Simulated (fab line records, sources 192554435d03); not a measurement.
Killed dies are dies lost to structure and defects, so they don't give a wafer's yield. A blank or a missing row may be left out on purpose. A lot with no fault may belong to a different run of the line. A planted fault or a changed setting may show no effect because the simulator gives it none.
fab line records | flow n5_finfet | part 1 of 2: steps 1 to 4 of 6
[record] lots = 19 wafers = 57 last_day = 17
route steps=1938 shown MOL_CONTACT_COAG@607 BEOL_M0_SAQP@640
lots with no fault: from the same line, run without faults
start_h: hours from the record's opening day to when the first of the lot's shown wafers began | wait_h: hours since the lot's step before | " unchanged from the row above | L1.1+2: several wafers, shown together as one row | - either no value or no given start | * or withheld: withheld | < > ~ a bound
route shown NAME@n: names a module that has steps shown in the file, with the first one's number in the route | usual: average and standard deviation across the fault-free wafers | same: alike in all rows | chamber/n: place in a boat | sites: per-site readings | _std_site: their standard deviation | _edge_site: mean of outer sites minus mean of inner sites | radius_mm: for every site, how far away it sits from the centre of the wafer | mask NAME#n: copy n | behind: the last tool/chamber to shape the wafer | hold: why the lot went on hold/how many hours it stayed there/how the hold came to an end | device: whichever transistor did not switch (one of n, p or np) | end of line: the route-end tests of the same wafers | step lacking rows: just its recipe | killed: dies that structure and defects cost at the first sort, which is not the same as the wafer's yield | map: shows each die of a wafer: x if killed, . if not, _ if none is there
set.NAME: the setting that was run; set.NAME@STEP: the one run at that earlier step | model.NAME: the simulator's own value behind a step, which no gauge read
the route's steps for a sample of lots (tables are steps, rows are wafers)
services: a tool's chamber out of use, with start hour (start_h, from the record's first day; less than 0 if before it), hours out, and reason
[[steps]]
[step N5_MOL_CONTACT_COAG_ETCH_66]
[recipe] chemistry = CF4 target = SiARC target_depth_a = 130 mask_material = CAR-EUV time_s = 21.7 ion_energy_ev = 80 pressure_mtorr = 40 source_w = 545 bias_w = 36 Ar_flow_sccm = 100 cf4_flow_sccm = 100 ends = cleared
[usual] cf4_flow_sccm = 100.0/0.32 drypump_motor_current_A = 5.9/0.35 etch_rf_on_time_s = 21.6/0.31 mfc_ar_sccm = 99.98/0.27 oes_product_au = 0.66/0.069 rf_vpp_V = 184.4/1.1 showerhead_plenum_p_Torr = 2.17/0.063 throttle_valve_pct = 15.67/0.3
// columns lot.wafer tool chamber start_h wait_h cf4_flow_sccm drypump_motor_current_A etch_rf_on_time_s mfc_ar_sccm oes_product_au rf_hours_counter_h rf_vpp_V showerhead_plenum_p_Torr throttle_valve_pct
L074.4 rie_diel-05 2 100.28 0.0 100.1 5.5 21.5 99.96 0.77 24 184.7 2.18 15.42
L074.5 " 1 " " 99.7 5.5 21.9 100.00 0.62 - 185.3 2.22 15.67
L074.6 " 2 " " 99.8 5.5 21.4 100.05 0.77 - 185.3 2.18 15.40
L075.1 rie_diel-03 2 106.75 0.0 100.4 5.8 21.5 100.25 0.79 24 185.9 2.27 15.22
L075.3 " 1 " " 99.5 5.4 21.3 99.68 0.66 - 184.8 2.06 15.18
L075.6 " 2 " " 100.4 5.8 21.4 100.06 0.79 - 185.0 2.27 15.23
L076.1 rie_diel-05 2 115.94 0.0 100.3 5.5 21.3 100.13 0.75 31 185.4 2.18 15.43
L076.3 " 0 " " 100.0 5.7 21.2 99.87 0.77 18 186.4 2.28 15.24
L076.5 " 1 " " 99.7 5.5 21.7 100.09 0.61 - 184.0 2.22 15.67
L077.1 rie_diel-03 3 122.70 0.0 100.1 5.5 21.8 100.08 0.63 161 183.4 2.14 15.90
L077.2 " 0 " " 99.5 5.7 21.7 99.98 0.60 213 184.4 2.20 15.87
L077.5 " 0 " " 99.7 5.7 21.5 99.76 0.60 - 183.5 2.20 15.85
L078.1 rie_diel-03 2 123.68 0.0 100.7 5.8 21.4 100.18 0.77 29 185.6 2.27 15.24
L078.3 " 1 " " 100.3 5.5 21.6 99.93 0.65 146 183.7 2.06 15.18
L078.5 " 3 " " 99.5 5.5 22.0 100.16 0.63 - 184.3 2.14 15.91
L079.2 rie_diel-04 3 130.26 0.0 100.0 6.2 21.1 100.07 0.66 160 183.5 2.14 15.90
L079.4 " 1 " " 100.2 6.4 21.2 99.79 0.60 - 184.1 2.21 15.94
L079.5 " 3 " " 99.9 6.2 21.1 99.93 0.67 - 185.4 2.14 15.90
L080.1 rie_diel-03 1 133.32 0.0 100.0 5.4 21.3 99.65 0.65 150 184.1 2.05 15.19
L080.4 " 2 " " 100.2 5.8 21.4 100.02 0.78 - 185.5 2.26 15.24
L080.6 " 1 " " 100.1 5.4 21.4 100.02 0.65 - 183.9 2.05 15.19
L081.3 rie_diel-05 1 142.37 0.0 100.4 5.5 21.8 100.26 0.61 173 184.8 2.22 15.71
L081.4 " 3 " " 100.5 5.8 21.0 100.04 0.75 41 183.6 2.10 15.44
L081.5 " 3 " " 100.0 5.8 21.0 99.57 0.74 - 183.8 2.09 15.44
L082.2 rie_diel-05 1 150.12 0.0 100.1 5.5 22.0 99.92 0.61 176 185.7 2.22 15.69
L082.3 " 0 " " 100.1 5.7 21.6 99.92 0.75 29 185.6 2.27 15.27
L082.6 " 1 " " 100.3 5.5 22.2 99.92 0.60 - 184.6 2.21 15.70
L087.1 rie_diel-03 2 177.21 0.0 99.8 5.7 21.8 99.65 0.75 48 185.6 2.26 15.28
L087.2 " 1 " " 99.8 5.5 21.4 100.03 0.64 165 182.6 2.05 15.21
L087.3 " 0 " " 99.9 5.7 22.0 99.83 0.58 232 184.0 2.20 15.91
L088.1 rie_diel-04 2 188.49 0.0 100.7 6.1 21.7 99.63 0.64 165 184.4 2.13 15.97
L088.4 " 1 " " 100.0 6.5 21.5 99.88 0.58 247 184.7 2.20 15.98
L088.5 " 3 " " 100.1 6.2 21.2 100.26 0.64 - 183.5 2.14 15.92
L089.1 rie_diel-04 0 193.29 0.0 100.0 6.2 21.6 99.71 0.60 232 184.2 2.20 15.75
L089.3 " 2 " " 99.7 6.1 22.1 99.78 0.64 167 184.2 2.13 15.99
L089.6 " 3 " " 99.9 6.2 21.5 99.81 0.65 - 185.4 2.13 15.94
L090.3 rie_diel-03 2 196.42 0.0 99.8 5.8 21.3 99.70 0.75 53 183.8 2.26 15.28
L090.4 " 3 " " 100.3 5.5 22.0 100.20 0.62 185 184.9 2.13 15.94
L090.6 " 1 " " 99.7 5.5 21.5 99.44 0.64 - 181.9 2.05 15.24
L092.1 rie_diel-03 1 208.97 0.0 100.0 5.4 21.4 100.52 0.63 176 182.5 2.05 15.25
L092.2 " 0 " " 99.8 5.7 21.9 99.70 0.57 242 183.8 2.19 15.93
L092.3 " 2 " " 100.3 5.8 21.5 99.97 0.74 57 186.0 2.26 15.30
L093.3 rie_diel-03 0 212.81 0.0 100.6 5.7 21.9 99.76 0.57 243 184.6 2.19 15.93
L093.4 " 3 " " 100.2 5.5 22.0 100.29 0.61 190 183.4 2.13 15.96
L093.6 " 1 " " 100.3 5.4 21.3 100.47 0.63 - 182.4 2.05 15.23
L094.1 rie_diel-05 1 220.47 0.0 99.7 5.5 22.0 100.49 0.59 200 184.4 2.21 15.76
L094.4 " 2 " " 100.0 5.5 21.6 99.52 0.71 - 184.9 2.16 15.51
L094.6 " 3 " " 99.7 5.8 21.2 100.00 0.71 - 180.7 2.09 15.49
L095.1 rie_diel-04 2 230.73 0.0 99.9 6.1 22.2 99.93 0.62 183 184.0 2.13 16.02
L095.4 " 1 " " 99.8 6.4 21.2 99.80 0.82 8 183.4 2.20 15.52
L095.5 " 1 " " 100.0 6.4 21.3 100.15 0.82 - 185.3 2.20 15.51
L097.2 rie_diel-04 0 237.15 0.0 99.9 6.2 21.8 99.35 0.59 249 183.9 2.19 15.79
L097.3 " 2 " " 100.1 6.1 21.9 99.79 0.62 185 184.0 2.13 16.03
L097.6 " 0 " " 100.3 6.3 21.6 99.64 0.59 - 184.5 2.19 15.77
L096.3 rie_diel-04 1 241.64 0.0 99.9 6.4 21.6 99.85 0.81 10 185.3 2.19 15.53
L096.4 " 2 " " 100.3 6.1 22.1 100.34 0.62 186 183.4 2.13 16.02
L096.6 " 0 " " 100.5 6.3 21.7 99.73 0.59 - 183.4 2.19 15.78
[step N5_BEOL_M0_SAQP_HM_DEP_111]
[recipe] material = SiO2 target_thk_a = 120 temp_c = 400 precursor = SiH4/N2O pressure_torr = 0.75 rf_w = 275 time_s = 7.2
[usual] heater_power_outer_w = 436/44 heater_power_w = 732/54 showerhead_plenum_p_Torr = 8.10/0.13 susceptor_temp_C = 400.00/0.25
// columns lot.wafer tool chamber start_h wait_h heater_power_outer_w heater_power_w showerhead_plenum_p_Torr susceptor_temp_C
L074.4 pecvd-02 1 106.52 0.1 392 693 8.23 399.84
L074.5 " 0 " " 422 724 7.92 399.55
L074.6 " 2 " " 474 754 7.99 399.80
L075.1 pecvd-04 0 114.78 0.0 385 695 8.23 400.08
L075.3 " 1 " " 511 842 8.09 399.91
L075.6 " 1 " " 507 813 8.09 399.90
L076.1 pecvd-03 2 122.44 0.0 499 794 7.94 400.22
L076.3 " 1 " " 454 731 8.12 400.24
L076.5 " 1 " " 455 738 8.10 400.17
L077.1 pecvd-04 0 128.80 0.0 383 696 8.22 400.01
L077.2 " 2 " " 499 746 8.17 399.86
L077.5 " 2 " " 495 741 8.15 400.03
L078.1 pecvd-02 2 131.88 0.0 398 657 8.01 399.89
L078.3 " 2 " " 394 644 8.00 399.84
L078.5 " 0 " " 396 663 7.95 399.93
L079.2 pecvd-03 1 135.95 0.0 474 761 8.12 399.89
L079.4 " 2 " " 485 788 7.94 399.88
L079.5 " 1 " " 457 764 8.12 400.34
L080.1 pecvd-02 0 139.01 0.0 368 629 7.93 400.03
L080.4 " 2 " " 471 743 8.01 400.02
L080.6 " 1 " " 418 695 8.21 400.11
L081.3 pecvd-03 1 148.64 0.0 504 798 8.13 400.06
L081.4 " 0 " " 444 803 8.30 400.21
L081.5 " 1 " " 499 803 8.12 400.04
L082.2 pecvd-03 2 155.50 0.0 428 730 7.94 400.02
L082.3 " 0 " " 429 771 8.27 400.05
L082.6 " 2 " " 431 713 7.94 400.14
L087.1 pecvd-02 0 183.13 0.0 407 713 7.94 399.96
L087.2 " 2 " " 476 763 8.03 400.23
L087.3 " 1 " " 372 658 8.23 400.28
L088.1 pecvd-04 0 196.10 0.0 413 721 8.23 399.98
L088.4 " 0 " " 420 713 8.22 399.94
L088.5 " 1 " " 465 777 8.09 399.89
L089.1 pecvd-02 2 199.87 0.0 464 747 8.03 400.38
L089.3 " 0 " " 469 756 7.94 399.87
L089.6 " 1 " " 420 733 8.22 399.71
L090.3 pecvd-02 0 203.09 0.0 380 640 7.94 399.61
L090.4 " 0 " " 372 654 7.93 399.59
L090.6 " 1 " " 425 727 8.20 400.17
L092.1 pecvd-04 1 215.57 0.0 544 840 8.09 399.56
L092.2 " 0 " " 400 705 8.24 400.14
L092.3 " 0 " " 399 692 8.27 399.93
L093.3 pecvd-02 1 218.64 0.1 369 657 8.21 400.05
L093.4 " 0 " " 440 749 7.93 400.09
L093.6 " 0 " " 433 752 7.92 400.50
L094.1 pecvd-02 0 226.65 0.1 410 712 7.93 400.28
L094.4 " 2 " " 447 707 8.00 399.94
L094.6 " 2 " " 433 721 8.00 400.29
L095.1 pecvd-03 0 236.50 0.0 399 728 8.29 399.51
L095.4 " 0 " " 400 732 8.26 399.43
L095.5 " 1 " " 425 715 8.14 400.63
L097.2 pecvd-03 2 244.98 0.0 481 807 7.92 399.75
L097.3 " 0 " " 422 777 8.27 399.57
L097.6 " 2 " " 485 779 7.89 399.74
L096.3 pecvd-04 2 249.07 0.0 393 621 8.20 400.09
L096.4 " 2 " " 398 625 8.17 399.80
L096.6 " 1 " " 530 821 8.10 400.40
[step N5_BEOL_M0_SAQP_DESCUM_19]
[recipe] chemistry = O2 time_s = 7.9 source_power_w = 50 bias_power_w = 20 pressure_mtorr = 20 rf_frequency_hz = 2.712e+07 temp_c = 40 resist = CAR-ArF o2_flow_sccm = 225
[usual] drypump_motor_current_A = 5.7/0.48 oes_product_au = 0.80/0.088 rf_vpp_V = 243.0/1.4 showerhead_plenum_p_Torr = 2.08/0.063 throttle_valve_pct = 20.31/0.14
// columns lot.wafer tool chamber start_h wait_h drypump_motor_current_A oes_product_au rf_hours_counter_h rf_vpp_V showerhead_plenum_p_Torr throttle_valve_pct
L074.4 rie_diel-01 2 107.05 0.0 4.9 0.84 - 242.7 2.05 20.22
L074.5 " 0 " " 5.7 0.76 - 243.3 2.19 20.53
L074.6 " 1 " " 5.8 0.77 - 241.0 2.01 20.12
L075.1 rie_diel-01 0 115.39 0.1 5.8 0.77 129 245.0 2.19 20.53
L075.3 " 2 " " 5.0 0.84 53 243.8 2.05 20.20
L075.6 " 1 " " 5.8 0.77 - 240.6 2.01 20.10
L076.1 rie_diel-06 2 122.85 0.0 5.6 0.71 203 243.5 2.08 20.18
L076.3 " 3 " " 5.9 0.88 29 242.1 2.05 20.17
L076.5 " 1 " " 6.7 0.90 - 245.8 2.21 20.36
L077.1 rie_diel-06 2 129.21 0.0 5.7 0.71 204 243.2 2.07 20.20
L077.2 " 3 " " 5.9 0.89 31 244.0 2.05 20.15
L077.5 " 3 " " 5.9 0.89 - 242.5 2.05 20.17
L078.1 rie_diel-02 0 132.54 0.1 5.9 0.72 204 243.6 2.07 20.46
L078.3 " 0 " " 5.9 0.72 - 242.5 2.07 20.45
L078.5 " 3 " " 5.6 0.71 - 244.4 2.17 20.42
L079.2 rie_diel-06 2 136.58 0.1 5.7 0.70 209 242.5 2.07 20.19
L079.4 " 3 " " 5.9 0.87 - 244.0 2.05 20.17
L079.5 " 2 " " 5.7 0.70 - 243.4 2.07 20.19
L080.1 rie_diel-02 2 139.56 0.1 6.0 1.02 1 243.3 2.06 20.41
L080.4 " 2 " " 6.0 1.03 - 243.0 2.06 20.39
L080.6 " 0 " " 5.9 0.73 - 242.9 2.07 20.46
L081.3 rie_diel-02 3 149.50 0.4 5.6 0.70 197 244.2 2.16 20.45
L081.4 " 2 " " 6.0 0.99 - 242.1 2.06 20.41
L081.5 " 0 " " 5.9 0.71 - 243.6 2.07 20.47
L082.2 rie_diel-01 3 155.91 0.0 4.7 0.84 84 241.0 2.03 20.25
L082.3 " 0 " " 5.8 0.75 143 242.4 2.18 20.56
L082.6 " 0 " " 5.7 0.76 - 243.8 2.18 20.54
L087.1 rie_diel-06 3 183.54 0.0 5.9 0.84 53 243.4 2.04 20.19
L087.2 " 2 " " 5.7 0.69 218 243.1 2.07 20.20
L087.3 " 0 " " 5.8 0.95 14 241.6 2.06 20.19
L088.1 rie_diel-01 1 196.65 0.0 5.8 0.75 153 243.7 2.01 20.13
L088.4 " 2 " " 4.9 0.81 78 242.7 2.04 20.26
L088.5 " 0 " " 5.8 0.75 - 244.9 2.18 20.59
L089.1 rie_diel-02 0 200.28 0.0 5.9 0.71 226 243.7 2.06 20.50
L089.3 " 3 " " 5.6 0.70 213 243.9 2.16 20.45
L089.6 " 1 " " 6.0 0.97 - 242.5 2.05 20.25
L090.3 rie_diel-01 0 203.72 0.1 5.7 0.75 154 244.0 2.18 20.56
L090.4 " 1 " " 5.8 0.75 155 241.0 2.01 20.13
L090.6 " 1 " " 5.8 0.75 - 240.0 2.01 20.14
L092.1 rie_diel-01 2 216.13 0.0 4.9 0.80 82 242.7 2.04 20.26
L092.2 " 3 " " 4.7 0.81 101 240.9 2.03 20.26
L092.3 " 0 " " 5.7 0.74 158 245.5 2.18 20.58
L093.3 rie_diel-06 0 219.57 0.4 5.8 0.93 25 242.5 2.06 20.21
L093.4 " 2 " " 5.6 0.69 - 243.0 2.07 20.22
L093.6 " 0 " " 5.8 0.93 - 243.5 2.06 20.21
L094.1 rie_diel-06 2 228.37 1.3 5.7 0.69 235 242.3 2.06 20.24
L094.4 " 0 " " 5.8 0.92 31 244.3 2.06 20.23
L094.6 " 0 " " 5.8 0.92 - 240.9 2.06 20.23
L095.1 rie_diel-02 2 237.05 0.0 6.0 0.92 28 242.6 2.05 20.44
L095.4 " 0 " " 5.9 0.71 233 243.1 2.06 20.50
L095.5 " 1 " " 6.0 0.94 - 242.5 2.05 20.26
L097.2 rie_diel-06 2 245.84 0.4 5.6 0.68 240 242.0 2.06 20.24
L097.3 " 0 " " 5.8 0.91 36 241.4 2.06 20.23
L097.6 " 1 " " 6.6 0.85 - 246.0 2.20 20.42
L096.3 rie_diel-01 1 249.60 0.0 5.8 0.73 170 241.0 2.00 20.15
L096.4 " 0 " " 5.8 0.73 171 245.0 2.17 20.59
L096.6 " 3 " " 4.7 0.80 - 240.8 2.02 20.27
[step N5_BEOL_M0_SAQP_ETCH_84]
[recipe] chemistry = N2/H2 target = SOC target_depth_a = 1000 overetch_a = 200 mask_material = SiARC temp_c = 40 time_s = 150 ion_energy_ev = 200 pressure_mtorr = 30 source_w = 840 bias_w = 150 n2_flow_sccm = 200 h2_flow_sccm = 200
[usual] drypump_motor_current_A = 5.7/0.47 oes_product_au = 0.72/0.073 rf_vpp_V = 523.4/2.4 showerhead_plenum_p_Torr = 2.53/0.079 throttle_valve_pct = 17.72/0.19
// columns lot.wafer tool chamber start_h wait_h drypump_motor_current_A oes_product_au rf_hours_counter_h rf_vpp_V showerhead_plenum_p_Torr throttle_valve_pct
L074.4 rie_diel-01 2 107.16 0.0 4.9 0.75 - 523.6 2.49 17.61
L074.5 " 0 " " 5.8 0.69 - 526.9 2.66 18.06
L074.6 " 1 " " 5.8 0.69 - 521.0 2.45 17.53
L075.1 rie_diel-01 0 115.48 0.0 5.7 0.69 129 526.2 2.66 18.07
L075.3 " 2 " " 5.0 0.74 53 521.6 2.49 17.60
L075.6 " 1 " " 5.8 0.68 - 521.2 2.45 17.53
L076.1 rie_diel-06 2 122.93 0.0 5.7 0.64 203 523.4 2.53 17.67
L076.3 " 3 " " 5.9 0.79 29 521.6 2.48 17.51
L076.5 " 1 " " 6.6 0.80 - 528.4 2.69 17.79
L077.1 rie_diel-06 2 129.34 0.1 5.6 0.64 204 523.5 2.53 17.67
L077.2 " 3 " " 5.9 0.79 31 521.8 2.48 17.50
L077.5 " 3 " " 5.9 0.79 - 522.9 2.48 17.50
L078.1 rie_diel-02 0 132.67 0.1 5.9 0.65 204 523.1 2.52 17.86
L078.3 " 0 " " 5.9 0.65 - 523.2 2.52 17.84
L078.5 " 3 " " 5.6 0.63 - 528.1 2.64 17.94
L079.2 rie_diel-06 2 136.71 0.1 5.7 0.63 209 522.3 2.52 17.67
L079.4 " 3 " " 5.9 0.78 - 522.4 2.48 17.51
L079.5 " 2 " " 5.7 0.64 - 524.4 2.52 17.68
L080.1 rie_diel-02 2 139.65 0.0 6.0 0.90 1 522.4 2.49 17.65
L080.4 " 2 " " 6.0 0.89 - 521.9 2.49 17.65
L080.6 " 0 " " 5.9 0.65 - 521.9 2.52 17.86
L081.3 rie_diel-02 3 149.58 0.0 5.6 0.63 197 527.2 2.64 17.95
L081.4 " 2 " " 6.0 0.87 - 522.1 2.49 17.66
L081.5 " 0 " " 5.9 0.64 - 524.7 2.52 17.86
L082.2 rie_diel-01 3 155.99 0.0 4.7 0.74 85 521.1 2.47 17.60
L082.3 " 0 " " 5.7 0.67 143 527.8 2.65 18.09
L082.6 " 0 " " 5.7 0.68 - 528.4 2.65 18.09
L087.1 rie_diel-06 3 183.62 0.0 5.9 0.76 53 523.7 2.47 17.56
L087.2 " 2 " " 5.6 0.63 218 523.1 2.52 17.69
L087.3 " 0 " " 5.8 0.84 14 522.0 2.49 17.42
L088.1 rie_diel-01 1 196.74 0.0 5.8 0.68 153 522.5 2.44 17.57
L088.4 " 2 " " 5.0 0.72 78 521.6 2.47 17.65
L088.5 " 0 " " 5.7 0.67 - 526.2 2.65 18.11
L089.1 rie_diel-02 0 200.36 0.0 5.9 0.64 227 522.8 2.51 17.88
L089.3 " 3 " " 5.6 0.62 213 525.3 2.63 17.98
L089.6 " 1 " " 6.1 0.85 - 521.1 2.49 17.56
L090.3 rie_diel-01 0 203.81 0.0 5.8 0.67 154 528.0 2.65 18.10
L090.4 " 1 " " 5.8 0.67 155 521.3 2.44 17.57
L090.6 " 1 " " 5.8 0.67 - 520.8 2.44 17.56
L092.1 rie_diel-01 2 216.22 0.0 4.9 0.72 82 522.1 2.47 17.66
L092.2 " 3 " " 4.7 0.73 101 522.3 2.46 17.65
L092.3 " 0 " " 5.8 0.66 158 525.2 2.65 18.12
L093.3 rie_diel-06 0 219.66 0.0 5.8 0.82 25 522.2 2.48 17.45
L093.4 " 2 " " 5.7 0.62 - 521.8 2.51 17.71
L093.6 " 0 " " 5.8 0.82 - 521.7 2.48 17.45
L094.1 rie_diel-06 2 228.45 0.0 5.7 0.62 235 522.5 2.51 17.71
L094.4 " 0 " " 5.8 0.82 31 521.9 2.48 17.46
L094.6 " 0 " " 5.8 0.81 - 523.9 2.48 17.45
L095.1 rie_diel-02 2 237.14 0.0 6.0 0.81 28 523.1 2.48 17.68
L095.4 " 0 " " 5.9 0.63 233 523.5 2.51 17.90
L095.5 " 1 " " 6.1 0.83 - 523.4 2.48 17.59
L097.2 rie_diel-06 2 245.93 0.0 5.6 0.61 240 522.7 2.51 17.72
L097.3 " 0 " " 5.8 0.80 36 523.8 2.48 17.47
L097.6 " 1 " " 6.6 0.76 - 529.6 2.68 17.84
L096.3 rie_diel-01 1 249.68 0.0 5.7 0.66 170 520.3 2.43 17.59
L096.4 " 0 " " 5.7 0.65 171 526.3 2.64 18.15
L096.6 " 3 " " 4.7 0.71 - 520.6 2.46 17.65
